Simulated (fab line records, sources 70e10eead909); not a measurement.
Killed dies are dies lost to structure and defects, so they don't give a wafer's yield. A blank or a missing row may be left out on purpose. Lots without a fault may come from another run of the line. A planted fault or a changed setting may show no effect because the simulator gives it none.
Chamber matching | flow nand_harc | NHARC_P_GATE_DEP_103 on pecvd-04: 3 sister chambers
The step deposits SiON, target thk 30 nm. 6 wafers are shown with their chamber, then 12 later ones without.

WAFERS WITH THEIR CHAMBER
wafer  | chamber | heater_power_w (W)
L090.2 | 0       | 755
L090.4 | 2       | 855
L090.6 | 0       | 736
L091.1 | 1       | 636
L091.4 | 1       | 637
L091.6 | 2       | 791

WAFERS WITHOUT THEIR CHAMBER
wafer  | heater_power_w (W)
L092.3 | 701
L092.4 | 820
L092.6 | 673
L093.1 | 687
L093.3 | 711
L093.4 | 779
L095.1 | 731
L095.2 | 662
L095.3 | 753
L096.2 | 679
L096.4 | 658
L096.6 | 708

WHICH CHAMBER EACH WENT THROUGH
wafer  | from the rows above     | in truth
L092.3 | can't be placed: 0 or 1 | 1
L092.4 | 2                       | 2
L092.6 | can't be placed: 1 or 0 | 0
L093.1 | can't be placed: 1 or 0 | 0
L093.3 | can't be placed: 0 or 1 | 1
L093.4 | can't be placed: 0 or 2 | 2
L095.1 | 0                       | 0
L095.2 | 1                       | 1
L095.3 | 0                       | 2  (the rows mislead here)
L096.2 | can't be placed: 1 or 0 | 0
L096.4 | 1                       | 1
L096.6 | can't be placed: 0 or 1 | 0
Placed correctly: 4 of 12. Can't be placed from these rows: 7 (the true chamber is among the candidates in 7). Placed wrongly: 1.
How it was worked out, from the rows above alone: a wafer's distance from a chamber is the root of the sum, over the readings, of the square of ((its reading less the chamber's mean) divided by the reading's scatter). The wafer belongs to the nearest chamber; if the next one is less than 2 further off, it can't be placed. A chamber's mean is the mean of its shown wafers. The scatter: the root of (the sum of the squares of (reading less its chamber's mean) over the shown wafers, divided by (wafers less chambers)).
